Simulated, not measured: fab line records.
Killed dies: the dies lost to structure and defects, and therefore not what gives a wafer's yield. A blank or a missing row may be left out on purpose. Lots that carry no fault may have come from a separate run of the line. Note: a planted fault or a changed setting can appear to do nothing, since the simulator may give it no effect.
Struck lot and sound lot, side by side | flow nand harc | 25 steps out of a route of 1302
Sound: the wafers L681.1, L681.3, L681.6. Wafers struck: L686.1, L686.4, L686.6. The cause is named last.
Order at every step that has rows: each side's tool, ch and its chambers, its first start. Under that, the readings that differ: sound wafers | struck wafers | difference of the means | sigmas: that difference in standard deviations of wafers without a fault.
alike: a reading whose means differ by less than 2 such deviations, as well as words and numbers matching on both sides. not compared: withheld readings; readings where some wafer has no value; bounds like >300 that might hide an equal value; numbers whose values overlap and for which the record gives no deviation.
A row with sigmas, a row that says differs or no value, or rows on one side alone: a step with any of these is where the two part. Non-overlapping numbers with no deviation appear without sigmas and do not part them. A reading that every wafer of one side lacks parts them only if that side has two wafers or more.

first, 1 step without rows for these wafers: NHARC_P_M1_SRD_25.
NHARC_P_M1_INSPECT_27:
  sound on defect inspect-01, day 6 23:18; struck on defect inspect-02, day 8 23:55
  alike: raw defect count
NHARC_P_M1_PRE_CLEAN_32: time 12 s.
  sound on pecvd-03 ch 0,2, day 6 23:23; struck on pecvd-04 ch 1,2, day 8 23:59
  alike: heater power w
NHARC_P_M1_DEP_33: deposits SiCN, target thk 30 nm.
  sound on pecvd-03 ch 0,2, day 6 23:29; struck on pecvd-04 ch 1,2, day 9 00:04
  alike: heater power w
then, 7 steps without rows for these wafers: NHARC_P_M2_DEP_00 (deposits SiOC, target thk 182.5 nm); NHARC_P_M2_DEHYDRATE_01 (time 120 s); NHARC_P_M2_HMDS_02 (time 30 s); NHARC_P_M2_COAT_34 (time 65 s); NHARC_P_M2_COAT_03 (resist thk 90 nm); NHARC_P_M2_SOFTBAKE_04 (time 55 s); NHARC_P_M2_EBR_05.
NHARC_P_M2_EXPOSE_06: exposes mask P M2, target cd 170 nm.
  sound on arfi scanner-03 ch 0, day 7 00:26; struck on arfi scanner-03 ch 0, day 9 01:09
  reading              | sound             | struck            | difference | sigmas
  exposure dose mJ cm2 | 80.56 80.52 80.67 | 84.74 84.90 84.94 | +4.28      | +44
  alike: mask
then, 2 steps without rows for these wafers: NHARC_P_M2_PEB_07 (peb time 65 s); NHARC_P_M2_DEVELOP_08 (develop time 35 s).
NHARC_P_M2_CD_MEAS_09: the cd target is 170 nm.
  sound on cd sem-01 ch 0, day 7 00:34; struck on cd sem-01 ch 0, day 9 01:17
  reading    | sound             | struck            | difference | sigmas
  cd nm (nm) | 171.0 170.3 169.9 | 172.8 173.0 172.0 | +2.2       | +3
NHARC_P_M2_OVL_MEAS_10: pitch 340 nm.
  sound on overlay-02, day 7 00:39; struck on overlay-01, day 9 01:22
  reading           | sound          | struck      | difference | sigmas
  overlay x nm (nm) | -1.0 -1.8 -1.2 | 0.6 0.6 0.6 | +1.9       | +3
  alike: overlay y nm
NHARC_P_M2_INSPECT_11:
  sound on defect inspect-02, day 7 00:41; struck on defect inspect-01, day 9 01:25
  alike: raw defect count
NHARC_P_M2_DESCUM_14: chemistry O2, time 3 s.
  sound on rie diel-10 ch 0,3, day 7 00:45; struck on rie diel-05 ch 0,1, day 9 01:28
  reading               | sound             | struck            | difference | sigmas
  model.P_M2.cd nm (nm) | 171.2 170.7 169.6 | 172.4 172.7 172.2 | +1.9       |
  alike: drypump motor current A, oes product au, rf vpp V, showerhead plenum p Torr, throttle valve pct
  not compared: rf hours counter h
NHARC_P_M2_ETCH_35: etches the open film in N2/H2, target depth 40 nm, overetch 12 nm, time 43.94 s.
  sound on rie diel-10 ch 1,2, day 7 00:50; struck on rie diel-05 ch 0,1, day 9 01:34
  alike: drypump motor current A, oes product au, rf vpp V, showerhead plenum p Torr, throttle valve pct
  not compared: rf hours counter h
NHARC_P_M2_ETCH_15: etches the open film in C4F8/Ar, target depth 182.5 nm, time 91.2 s.
  sound on rie diel-10 ch 0,2; struck on rie diel-05 ch 0,1,3
  alike: oes product au, rf vpp V
  not compared: rf hours counter h
NHARC_P_M2_CD_MEAS_16:
  sound on cd sem-02, day 7 01:04; struck on cd sem-02, day 9 01:47
  reading    | sound             | struck            | difference | sigmas
  cd nm (nm) | 171.2 170.5 169.3 | 172.5 172.4 172.3 | +2.1       | +2
NHARC_P_M2_STRIP_18: strips in N2/H2.
  sound on rie diel-07 ch 1,2, day 7 01:10; struck on rie diel-10 ch 0,3, day 9 01:53
  alike: drypump motor current A, oes product au, rf vpp V, showerhead plenum p Torr, throttle valve pct
  not compared: rf hours counter h
NHARC_P_M2_ETCH_28: etches the open film in CF4/N2, target depth 30 nm, time 72.99 s.
  sound on rie diel-07 ch 0,1,2; struck on rie diel-10 ch 0,2,3
  reading               | sound             | struck            | difference | sigmas
  model.P_M2.cd nm (nm) | 171.3 170.5 168.9 | 171.8 171.9 171.8 | +1.6       |
  alike: drypump motor current A, oes product au, rf vpp V, showerhead plenum p Torr, throttle valve pct
  not compared: rf hours counter h
then, 1 step without rows for these wafers: NHARC_P_M2_STRIP_19 (strips in post etch residue remover, time 600 s).
-- jump in the record: it breaks off in module P_M2 and resumes in module END (first step shown: number 1302 of the route), and 18 days separate the struck wafers' starts before and after --
NHARC_END_SORT_01:
  sound on prober-02 ch 0, day 25 13:41; struck on prober-01 ch 0, day 26 22:21
  alike: defect limited yield, killed at array, killed at other, killed at periphery, killed dies, killed open, killed short

WHERE THEY PART
Last at NHARC_P_M2_CD_MEAS_16 as far as this record goes, first at NHARC_P_M2_EXPOSE_06. Later steps at which nothing parts them and some readings are alike: NHARC_P_M2_STRIP_18, NHARC_P_M2_ETCH_28, NHARC_END_SORT_01.

WHY: what the simulator had put in
Process parameter drift: arfi scanner-03, from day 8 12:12 on, at NHARC_P_M2_EXPOSE_06. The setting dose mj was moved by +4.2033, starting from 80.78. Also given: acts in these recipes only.
